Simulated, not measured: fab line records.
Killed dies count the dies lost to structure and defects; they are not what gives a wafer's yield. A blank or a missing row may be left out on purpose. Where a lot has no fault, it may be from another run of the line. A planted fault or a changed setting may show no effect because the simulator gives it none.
Which of the tools did it? / flow nand_harc / 13 lots with 37 wafers sampled at 5 steps, on a route of 1302 steps

WHAT THE GAUGES READ, wafer by wafer
NHARC_END_SORT_01.
lot=L774; measured=day 30 17:21; on=prober-01; killed_at_array=43 37; killed_at_other=2 0; killed_at_periphery=1 4; killed_dies=46 41; killed_open=6 3; killed_short=4 1

WHAT TOOL EACH LOT RAN ON (gives the tool, then ch and the chambers of the sampled wafers, and finally the start)
lot=L760; NHARC_A_SGD_CUT_DESCUM_14=rie_diel-10 ch 0,1,3, day 20 10:16; NHARC_A_SGD_CUT_ETCH_58=rie_diel-10 ch 0,2,3, day 20 10:21; NHARC_A_SGD_CUT_STRIP_28=rie_diel-01 ch 0,1, day 20 17:10; NHARC_A_SLIT_SOFTBAKE_04=litho_track-01 ch 0, day 20 21:00
lot=L761; NHARC_A_SGD_CUT_DESCUM_14=rie_diel-10 ch 1,3, day 20 18:56; NHARC_A_SGD_CUT_ETCH_58=rie_diel-10 ch 2,3, day 20 19:01; NHARC_A_SGD_CUT_STRIP_28=rie_diel-10 ch 1,2,3, day 21 06:00 or earlier; NHARC_A_SLIT_SOFTBAKE_04=litho_track-04 ch 0, day 21 06:00
lot=L763; NHARC_A_SGD_CUT_DESCUM_14=rie_diel-12 ch 0,1,3, day 21 04:19; NHARC_A_SGD_CUT_ETCH_58=rie_diel-12 ch 0,1,3, day 21 04:25; NHARC_A_SGD_CUT_STRIP_28=rie_diel-12 ch 1,2,3, day 21 18:00 or earlier; NHARC_A_SLIT_SOFTBAKE_04=litho_track-06 ch 0, day 21 18:00
lot=L765; NHARC_A_SGD_CUT_DESCUM_14=rie_diel-12 ch 0,1,2, day 21 20:01; NHARC_A_SGD_CUT_ETCH_58=rie_diel-12 ch 0,1,2, day 21 20:09; NHARC_A_SGD_CUT_STRIP_28=rie_diel-12 ch 0,1,2, day 22 02:55; NHARC_A_SLIT_SOFTBAKE_04=litho_track-04 ch 0, day 22 07:00
lot=L766; NHARC_A_SGD_CUT_DESCUM_14=rie_diel-10 ch 1,2, day 22 10:29; NHARC_A_SGD_CUT_ETCH_58=rie_diel-10 ch 0,1,2, day 22 10:35; NHARC_A_SGD_CUT_STRIP_28=rie_diel-12 ch 0,1,3, day 22 21:00 or earlier; NHARC_A_SLIT_SOFTBAKE_04=litho_track-04 ch 0, day 22 21:00
lot=L767; NHARC_A_SGD_CUT_DESCUM_14=rie_diel-10 ch 0,2,3, day 22 21:14; NHARC_A_SGD_CUT_ETCH_58=rie_diel-10 ch 0,3, day 22 21:20; NHARC_A_SGD_CUT_STRIP_28=rie_diel-10 ch 0,3, day 23 09:00 or earlier; NHARC_A_SLIT_SOFTBAKE_04=litho_track-04 ch 0, day 23 09:00
lot=L771; NHARC_A_SGD_CUT_DESCUM_14=rie_diel-01 ch 0,1,2, day 23 18:44; NHARC_A_SGD_CUT_ETCH_58=rie_diel-01 ch 1,2, day 23 18:50; NHARC_A_SGD_CUT_STRIP_28=rie_diel-12 ch 0,3, day 24 08:00 or earlier; NHARC_A_SLIT_SOFTBAKE_04=litho_track-04 ch 0, day 24 08:00
lot=L770; NHARC_A_SGD_CUT_DESCUM_14=rie_diel-12 ch 2,3, day 23 18:46; NHARC_A_SGD_CUT_ETCH_58=rie_diel-12 ch 3, day 23 18:51; NHARC_A_SGD_CUT_STRIP_28=rie_diel-01 ch 3, day 24 13:00 or earlier; NHARC_A_SLIT_SOFTBAKE_04=litho_track-04 ch 0, day 24 13:00
lot=L774; NHARC_A_SGD_CUT_DESCUM_14=rie_diel-10 ch 2, day 25 08:54; NHARC_A_SGD_CUT_ETCH_58=rie_diel-10 ch 2, day 25 08:59; NHARC_A_SGD_CUT_STRIP_28=rie_diel-10 ch 2,3, day 25 20:00 or earlier; NHARC_A_SLIT_SOFTBAKE_04=litho_track-04 ch 0, day 25 20:00
lot=L779; NHARC_A_SGD_CUT_DESCUM_14=rie_diel-10 ch 2,3, day 27 04:17; NHARC_A_SGD_CUT_ETCH_58=rie_diel-10 ch 2,3, day 27 04:22; NHARC_A_SGD_CUT_STRIP_28=rie_diel-10 ch 0,1,3, day 27 15:00 or earlier; NHARC_A_SLIT_SOFTBAKE_04=litho_track-06 ch 0, day 27 15:00
lot=L780; NHARC_A_SGD_CUT_DESCUM_14=rie_diel-10 ch 0,2,3, day 28 09:02; NHARC_A_SGD_CUT_ETCH_58=rie_diel-10 ch 1,2,3, day 28 09:06; NHARC_A_SGD_CUT_STRIP_28=rie_diel-10 ch 0,1, day 28 15:26; NHARC_A_SLIT_SOFTBAKE_04=litho_track-06 ch 0, day 28 19:00
lot=L781; NHARC_A_SGD_CUT_DESCUM_14=rie_diel-10 ch 0,1, day 28 13:04; NHARC_A_SGD_CUT_ETCH_58=rie_diel-10 ch 0,2,3, day 28 13:08; NHARC_A_SGD_CUT_STRIP_28=rie_diel-01 ch 0,1,2, day 28 20:38; NHARC_A_SLIT_SOFTBAKE_04=litho_track-04 ch 0, day 29 01:00
lot=L782; NHARC_A_SGD_CUT_DESCUM_14=rie_diel-12 ch 0,2,3, day 29 05:01; NHARC_A_SGD_CUT_ETCH_58=rie_diel-12 ch 0,2, day 29 05:07; NHARC_A_SGD_CUT_STRIP_28=rie_diel-12 ch 0,1, day 29 16:00 or earlier; NHARC_A_SLIT_SOFTBAKE_04=litho_track-01 ch 0, day 29 16:00
- NHARC_A_SGD_CUT_DESCUM_14: chemistry O2, time 3 s.
- NHARC_A_SGD_CUT_ETCH_58: etches the open film in CF4, target depth 39 nm, time 65 s.
- NHARC_A_SGD_CUT_STRIP_28: strips in O2, time 20 s.
- NHARC_A_SLIT_SOFTBAKE_04: time 55 s.

WHAT THE TOOLS THEMSELVES READ (means of the sampled wafers that have a number; where no wafer has one, the mark that the record gives instead)
NHARC_A_SGD_CUT_DESCUM_14.
lot=L760; tool=rie_diel-10; drypump_motor_current_A (A)=6.0; oes_product_au (a.u.)=1.000; rf_vpp_V (V)=58.7; showerhead_plenum_p_Torr (Torr)=1.94; throttle_valve_pct (%)=11.310
lot=L761; tool=rie_diel-10; drypump_motor_current_A (A)=6.0; oes_product_au (a.u.)=1.002; rf_vpp_V (V)=58.8; showerhead_plenum_p_Torr (Torr)=1.98; throttle_valve_pct (%)=11.308
lot=L763; tool=rie_diel-12; drypump_motor_current_A (A)=5.6; oes_product_au (a.u.)=0.999; rf_vpp_V (V)=58.1; showerhead_plenum_p_Torr (Torr)=1.99; throttle_valve_pct (%)=11.308
lot=L765; tool=rie_diel-12; drypump_motor_current_A (A)=5.5; oes_product_au (a.u.)=0.996; rf_vpp_V (V)=58.0; showerhead_plenum_p_Torr (Torr)=1.96; throttle_valve_pct (%)=11.305
lot=L766; tool=rie_diel-10; drypump_motor_current_A (A)=6.0; oes_product_au (a.u.)=1.001; rf_vpp_V (V)=58.2; showerhead_plenum_p_Torr (Torr)=1.97; throttle_valve_pct (%)=11.306
lot=L767; tool=rie_diel-10; drypump_motor_current_A (A)=6.2; oes_product_au (a.u.)=1.000; rf_vpp_V (V)=57.5; showerhead_plenum_p_Torr (Torr)=1.90; throttle_valve_pct (%)=11.306
lot=L771; tool=rie_diel-01; drypump_motor_current_A (A)=5.8; oes_product_au (a.u.)=1.004; rf_vpp_V (V)=56.6; showerhead_plenum_p_Torr (Torr)=1.86; throttle_valve_pct (%)=11.311
lot=L770; tool=rie_diel-12; drypump_motor_current_A (A)=5.7; oes_product_au (a.u.)=0.995; rf_vpp_V (V)=58.0; showerhead_plenum_p_Torr (Torr)=1.95; throttle_valve_pct (%)=11.314
lot=L774; tool=rie_diel-10; drypump_motor_current_A (A)=6.2; oes_product_au (a.u.)=1.002; rf_vpp_V (V)=57.2; showerhead_plenum_p_Torr (Torr)=1.93; throttle_valve_pct (%)=11.308
lot=L779; tool=rie_diel-10; drypump_motor_current_A (A)=6.3; oes_product_au (a.u.)=1.010; rf_vpp_V (V)=57.1; showerhead_plenum_p_Torr (Torr)=1.91; throttle_valve_pct (%)=11.312
lot=L780; tool=rie_diel-10; drypump_motor_current_A (A)=6.2; oes_product_au (a.u.)=0.998; rf_vpp_V (V)=58.2; showerhead_plenum_p_Torr (Torr)=1.89; throttle_valve_pct (%)=11.312
lot=L781; tool=rie_diel-10; drypump_motor_current_A (A)=5.7; oes_product_au (a.u.)=0.995; rf_vpp_V (V)=57.7; showerhead_plenum_p_Torr (Torr)=1.94; throttle_valve_pct (%)=11.311
lot=L782; tool=rie_diel-12; drypump_motor_current_A (A)=5.7; oes_product_au (a.u.)=0.994; rf_vpp_V (V)=58.0; showerhead_plenum_p_Torr (Torr)=1.97; throttle_valve_pct (%)=11.310

NHARC_A_SGD_CUT_ETCH_58.
lot=L760; tool=rie_diel-10; drypump_motor_current_A (A)=6.2; oes_product_au (a.u.)=0.996; rf_vpp_V (V)=151.5; showerhead_plenum_p_Torr (Torr)=1.76; throttle_valve_pct (%)=13.290
lot=L761; tool=rie_diel-10; drypump_motor_current_A (A)=6.3; oes_product_au (a.u.)=1.010; rf_vpp_V (V)=151.3; showerhead_plenum_p_Torr (Torr)=1.76; throttle_valve_pct (%)=13.279
lot=L763; tool=rie_diel-12; drypump_motor_current_A (A)=5.7; oes_product_au (a.u.)=0.994; rf_vpp_V (V)=152.4; showerhead_plenum_p_Torr (Torr)=1.83; throttle_valve_pct (%)=13.282
lot=L765; tool=rie_diel-12; drypump_motor_current_A (A)=5.4; oes_product_au (a.u.)=0.999; rf_vpp_V (V)=151.8; showerhead_plenum_p_Torr (Torr)=1.80; throttle_valve_pct (%)=13.282
lot=L766; tool=rie_diel-10; drypump_motor_current_A (A)=5.9; oes_product_au (a.u.)=1.005; rf_vpp_V (V)=152.6; showerhead_plenum_p_Torr (Torr)=1.80; throttle_valve_pct (%)=13.280
lot=L767; tool=rie_diel-10; drypump_motor_current_A (A)=6.4; oes_product_au (a.u.)=0.996; rf_vpp_V (V)=151.1; showerhead_plenum_p_Torr (Torr)=1.74; throttle_valve_pct (%)=13.285
lot=L771; tool=rie_diel-01; drypump_motor_current_A (A)=6.0; oes_product_au (a.u.)=1.000; rf_vpp_V (V)=150.1; showerhead_plenum_p_Torr (Torr)=1.68; throttle_valve_pct (%)=13.281
lot=L770; tool=rie_diel-12; drypump_motor_current_A (A)=6.0; oes_product_au (a.u.)=0.990; rf_vpp_V (V)=151.8; showerhead_plenum_p_Torr (Torr)=1.84; throttle_valve_pct (%)=13.282
lot=L774; tool=rie_diel-10; drypump_motor_current_A (A)=6.2; oes_product_au (a.u.)=0.998; rf_vpp_V (V)=152.8; showerhead_plenum_p_Torr (Torr)=1.78; throttle_valve_pct (%)=13.280
lot=L779; tool=rie_diel-10; drypump_motor_current_A (A)=6.5; oes_product_au (a.u.)=1.004; rf_vpp_V (V)=151.1; showerhead_plenum_p_Torr (Torr)=1.75; throttle_valve_pct (%)=13.273
lot=L780; tool=rie_diel-10; drypump_motor_current_A (A)=6.2; oes_product_au (a.u.)=1.000; rf_vpp_V (V)=151.8; showerhead_plenum_p_Torr (Torr)=1.79; throttle_valve_pct (%)=13.279
lot=L781; tool=rie_diel-10; drypump_motor_current_A (A)=6.2; oes_product_au (a.u.)=1.002; rf_vpp_V (V)=150.6; showerhead_plenum_p_Torr (Torr)=1.75; throttle_valve_pct (%)=13.280
lot=L782; tool=rie_diel-12; drypump_motor_current_A (A)=5.5; oes_product_au (a.u.)=0.994; rf_vpp_V (V)=151.2; showerhead_plenum_p_Torr (Torr)=1.79; throttle_valve_pct (%)=13.287

NHARC_A_SGD_CUT_STRIP_28.
lot=L760; tool=rie_diel-01; drypump_motor_current_A (A)=5.7; oes_product_au (a.u.)=1.008; rf_vpp_V (V)=58.0; showerhead_plenum_p_Torr (Torr)=3.52; throttle_valve_pct (%)=17.040
lot=L761; tool=rie_diel-10; drypump_motor_current_A (A)=6.2; oes_product_au (a.u.)=1.005; rf_vpp_V (V)=57.9; showerhead_plenum_p_Torr (Torr)=3.58; throttle_valve_pct (%)=17.034
lot=L763; tool=rie_diel-12; drypump_motor_current_A (A)=5.4; oes_product_au (a.u.)=0.987; rf_vpp_V (V)=58.5; showerhead_plenum_p_Torr (Torr)=3.59; throttle_valve_pct (%)=17.031
lot=L765; tool=rie_diel-12; drypump_motor_current_A (A)=5.5; oes_product_au (a.u.)=0.982; rf_vpp_V (V)=57.0; showerhead_plenum_p_Torr (Torr)=3.60; throttle_valve_pct (%)=17.033
lot=L766; tool=rie_diel-12; drypump_motor_current_A (A)=5.7; oes_product_au (a.u.)=0.996; rf_vpp_V (V)=58.0; showerhead_plenum_p_Torr (Torr)=3.65; throttle_valve_pct (%)=17.042
lot=L767; tool=rie_diel-10; drypump_motor_current_A (A)=6.4; oes_product_au (a.u.)=0.994; rf_vpp_V (V)=57.5; showerhead_plenum_p_Torr (Torr)=3.47; throttle_valve_pct (%)=17.036
lot=L771; tool=rie_diel-12; drypump_motor_current_A (A)=6.0; oes_product_au (a.u.)=0.991; rf_vpp_V (V)=58.3; showerhead_plenum_p_Torr (Torr)=3.70; throttle_valve_pct (%)=17.040
lot=L770; tool=rie_diel-01; drypump_motor_current_A (A)=6.6; oes_product_au (a.u.)=0.997; rf_vpp_V (V)=57.6; showerhead_plenum_p_Torr (Torr)=3.77; throttle_valve_pct (%)=17.035
lot=L774; tool=rie_diel-10; drypump_motor_current_A (A)=6.5; oes_product_au (a.u.)=0.999; rf_vpp_V (V)=56.9; showerhead_plenum_p_Torr (Torr)=3.50; throttle_valve_pct (%)=17.043
lot=L779; tool=rie_diel-10; drypump_motor_current_A (A)=6.0; oes_product_au (a.u.)=1.001; rf_vpp_V (V)=57.7; showerhead_plenum_p_Torr (Torr)=3.56; throttle_valve_pct (%)=17.028
lot=L780; tool=rie_diel-10; drypump_motor_current_A (A)=5.7; oes_product_au (a.u.)=0.999; rf_vpp_V (V)=57.7; showerhead_plenum_p_Torr (Torr)=3.65; throttle_valve_pct (%)=17.033
lot=L781; tool=rie_diel-01; drypump_motor_current_A (A)=5.9; oes_product_au (a.u.)=1.004; rf_vpp_V (V)=57.0; showerhead_plenum_p_Torr (Torr)=3.43; throttle_valve_pct (%)=17.030
lot=L782; tool=rie_diel-12; drypump_motor_current_A (A)=5.4; oes_product_au (a.u.)=0.992; rf_vpp_V (V)=58.4; showerhead_plenum_p_Torr (Torr)=3.61; throttle_valve_pct (%)=17.037

NHARC_A_SLIT_SOFTBAKE_04.
lot=L760; tool=litho_track-01; heater_power_total_W (W)=188.63
lot=L761; tool=litho_track-04; heater_power_total_W (W)=188.35
lot=L763; tool=litho_track-06; heater_power_total_W (W)=188.42
lot=L765; tool=litho_track-04; heater_power_total_W (W)=188.49
lot=L766; tool=litho_track-04; heater_power_total_W (W)=188.42
lot=L767; tool=litho_track-04; heater_power_total_W (W)=188.50
lot=L771; tool=litho_track-04; heater_power_total_W (W)=193.30
lot=L770; tool=litho_track-04; heater_power_total_W (W)=192.10
lot=L774; tool=litho_track-04; heater_power_total_W (W)=192.36
lot=L779; tool=litho_track-06; heater_power_total_W (W)=188.39
lot=L780; tool=litho_track-06; heater_power_total_W (W)=188.39
lot=L781; tool=litho_track-04; heater_power_total_W (W)=188.40
lot=L782; tool=litho_track-01; heater_power_total_W (W)=188.39

THE ANSWER, worked out from the rows above alone
Rule: usual is defined by the lots themselves. The widest of any qualifying gaps counts: lots, ordered by their means at a reading, are off when they make up no more than a third of the lots, leave a main group of 4 or more, and stand apart from it by 3 or more times the standard deviation of that group's means. The tables above print the reading to a certain number of digits; a main group whose means all agree to those digits is not used. A lot without any number at a reading at which 4 lots or more have one is off too. Where the step has rows for the other lots, those lots are counted as sound. First the gauges in route order, then the tools' own readings, where a lot's mean is used as printed above. At the first step where some lot is off, the reading lying furthest off is the one used; lots without a number count as furthest.
Off: L771, L770, L774, at NHARC_A_SLIT_SOFTBAKE_04 (heater_power_total_W). The main group: mean 188.44 W, standard deviation 0.078.
A tool fits if, at that step or a process step before it, it ran every lot that is off, and no sound lot after the first of them. With no start given for some of its lots, NHARC_A_SGD_CUT_STRIP_28 uses the hours and lot order of NHARC_A_SLIT_SOFTBAKE_04. Of those tried, none fits.

WHAT HAD BEEN PUT IN BY THE SIMULATOR
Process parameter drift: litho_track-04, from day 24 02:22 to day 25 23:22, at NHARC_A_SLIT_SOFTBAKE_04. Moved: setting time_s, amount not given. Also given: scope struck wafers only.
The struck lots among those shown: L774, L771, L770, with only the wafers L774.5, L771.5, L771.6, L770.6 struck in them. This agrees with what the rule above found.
